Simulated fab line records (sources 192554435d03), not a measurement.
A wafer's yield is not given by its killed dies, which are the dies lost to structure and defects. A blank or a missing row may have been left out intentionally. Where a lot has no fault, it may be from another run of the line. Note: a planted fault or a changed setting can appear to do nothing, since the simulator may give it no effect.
Split-lot study ; flow n5-finfet ; 21 wafers read from 7 lots, route of 1938 steps

## ON THE SPLIT
At N5_BEOL_M14_TRENCH_ETCH_34 (etches SiO2 in C4F8/O2/Ar, target depth 556.65 nm, time 126.9 s), the setting bias-w was moved away from the recipe's 2040 W on 7 of the 21 wafers read, by +8.7% to +13.3%. This setting was run at the recipe's value on the other wafers.

Reading taken at the split's own step.

## THE READING
rf-vpp-V, in V, at N5_BEOL_M14_TRENCH_ETCH_34 (etches SiO2 in C4F8/O2/Ar, target depth 556.65 nm, time 126.9 s). Fault-free wafers of this fab line usually give 2213 V, standard deviation 29 V.

wafer;tool, chamber at the split;bias-w as run, W;against the recipe;rf-vpp-V, V;against lot-mates on the recipe
L077.1;rie-diel-04, 3;2253;+10.4%;2426;no lot-mate on the recipe
L077.2;rie-diel-04, 1;2253;+10.4%;2372;no lot-mate on the recipe
L077.5;rie-diel-04, 2;2253;+10.4%;2367;no lot-mate on the recipe
L079.4;rie-diel-01, 3;2040;recipe;2253;-
L079.5;rie-diel-01, 3;2217;+8.7%;2387;+170
L079.6;rie-diel-01, 0;2040;recipe;2182;-
L082.1;rie-diel-01, 3;2040;recipe;2254;-
L082.4;rie-diel-01, 1;2040;recipe;2256;-
L082.5;rie-diel-01, 1;2040;recipe;2255;-
L086.1;rie-diel-02, 0;2040;recipe;2204;-
L086.3;rie-diel-02, 2;2311;+13.3%;2404;+200
L086.5;rie-diel-02, 1;2311;+13.3%;2386;+182
L087.2;rie-diel-04, 3;2040;recipe;2266;-
L087.3;rie-diel-04, 2;2040;recipe;2207;-
L087.5;rie-diel-04, 0;2300;+12.7%;2346;+110
L093.1;rie-diel-02, 1;2040;recipe;2189;-
L093.5;rie-diel-02, 1;2040;recipe;2189;-
L093.6;rie-diel-02, 2;2040;recipe;2206;-
L097.1;rie-diel-02, 3;2040;recipe;2207;-
L097.4;rie-diel-02, 1;2040;recipe;2190;-
L097.6;rie-diel-02, 3;2040;recipe;2208;-

THE FIT
A straight line over all 21 wafers: rf-vpp-V changes by +14.1 V for each +1% of bias-w; r = +0.92; the points scatter about the line by 33 V.
The same after taking each lot's own level away (the mean of its wafers on the recipe; 18 wafers): +13.4 V for each +1%; r = +0.94; scatter 27 V.
On that fit, the largest move of bias-w shifts the reading by 1.8e+02 V.
From 2194.7 to 2255.0 V: that is the span of the lots' own levels, equal to 2.1 times the standard deviation above.
The two slopes are in agreement: the lot-to-lot level therefore moves the slope only a little.
Check: with one of the wafers moved furthest among these (+13.3%) left out of the fit, the line predicts +169 V for it against its lot-mates. Against them it came out at +200 V.
Tool readings at the split's step, against how far the setting was moved: rf-vpp-V r = +0.92.

## THE OTHER SPLITS THESE WAFERS WENT THROUGH
These wafers also went through other splits before the reading. Each is held against what the fit with the lots' levels taken away leaves over:
other split on the same wafers;wafers away from the commonest value;r with rf-vpp-V (lot level and that fit taken away)
N5_BEOL_M10_PEB_26 peb-time-s;9;-0.35
N5_BEOL_M11_PEB_26 peb-time-s;9;+0.08
N5_BEOL_M11_ETCH_66 time-s;8;-0.46
N5_BEOL_M13_COAT_04 spin-rpm;9;+0.43

## FILE'S OWN FIT
rf-vpp-V changes by +13 V for each +1% of bias-w, r = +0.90.
